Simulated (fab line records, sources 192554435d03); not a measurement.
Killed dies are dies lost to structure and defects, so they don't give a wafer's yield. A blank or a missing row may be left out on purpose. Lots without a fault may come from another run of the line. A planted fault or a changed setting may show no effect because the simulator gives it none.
Chamber matching | flow n5_finfet | N5_MOL_CONTACT_COAG_ETCH_66 on rie_diel-03: 4 sister chambers
The step etches SiARC in CF4, target depth 13 nm, time 21.7 s. 16 wafers are shown with their chamber, then 8 later ones without.

WAFERS WITH THEIR CHAMBER
wafer  | chamber | showerhead_plenum_p_Torr (Torr) | drypump_motor_current_A (A) | throttle_valve_pct (%)
L076.1 | 1       | 2.15                            | 5.4                         | 15.36
L076.3 | 0       | 2.24                            | 5.3                         | 15.32
L076.4 | 2       | 2.15                            | 5.2                         | 15.44
L078.1 | 1       | 2.15                            | 5.4                         | 15.36
L078.3 | 0       | 2.24                            | 5.3                         | 15.30
L078.6 | 3       | 2.21                            | 6.0                         | 15.71
L080.1 | 0       | 2.24                            | 5.3                         | 15.31
L080.2 | 1       | 2.15                            | 5.4                         | 15.36
L080.4 | 2       | 2.14                            | 5.2                         | 15.47
L083.1 | 3       | 2.21                            | 5.9                         | 15.73
L083.2 | 0       | 2.24                            | 5.3                         | 15.32
L083.4 | 1       | 2.14                            | 5.3                         | 15.38
L087.2 | 1       | 2.14                            | 5.4                         | 15.39
L087.4 | 2       | 2.14                            | 5.2                         | 15.49
L087.6 | 2       | 2.14                            | 5.2                         | 15.47
L091.2 | 2       | 2.14                            | 5.2                         | 15.51

SIGNATURES (means of the wafers above)
reading                  | chamber 0 | chamber 1 | chamber 2 | chamber 3 | scatter within a chamber
showerhead_plenum_p_Torr | 2.2400    | 2.1460    | 2.1420    | 2.2100    | 0.00408
drypump_motor_current_A  | 5.300     | 5.380     | 5.200     | 5.950     | 0.0329
throttle_valve_pct       | 15.3125   | 15.3700   | 15.4760   | 15.7200   | 0.0182
Rule: a wafer's distance from a chamber is the root of the sum, over the readings, of the square of ((its reading less the chamber's mean) divided by the reading's scatter). The wafer belongs to the nearest chamber; if the next one is less than 2 further off, it can't be placed. The scatter: the root of (the sum of the squares of (reading less its chamber's mean) over the shown wafers, divided by (wafers less chambers)).

WAFERS WITHOUT THEIR CHAMBER
wafer  | showerhead_plenum_p_Torr (Torr) | drypump_motor_current_A (A) | throttle_valve_pct (%)
L091.3 | 2.14                            | 5.4                         | 15.42
L091.4 | 2.14                            | 5.4                         | 15.41
L092.1 | 2.20                            | 5.9                         | 15.27
L092.2 | 2.23                            | 5.3                         | 15.35
L092.5 | 2.14                            | 5.2                         | 15.53
L094.2 | 2.23                            | 5.3                         | 15.37
L094.5 | 2.20                            | 5.9                         | 15.29
L094.6 | 2.13                            | 5.2                         | 15.52

WHICH CHAMBER EACH WENT THROUGH
wafer  | from the rows above     | in truth
L091.3 | 1                       | 1
L091.4 | 1                       | 1
L092.1 | can't be placed: 0 or 1 | 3
L092.2 | 0                       | 0
L092.5 | 2                       | 2
L094.2 | 0                       | 0
L094.5 | can't be placed: 0 or 1 | 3
L094.6 | 2                       | 2
Placed correctly: 6 of 8. Can't be placed from these rows: 2 (the true chamber is among the candidates in 0). Placed wrongly: 0.
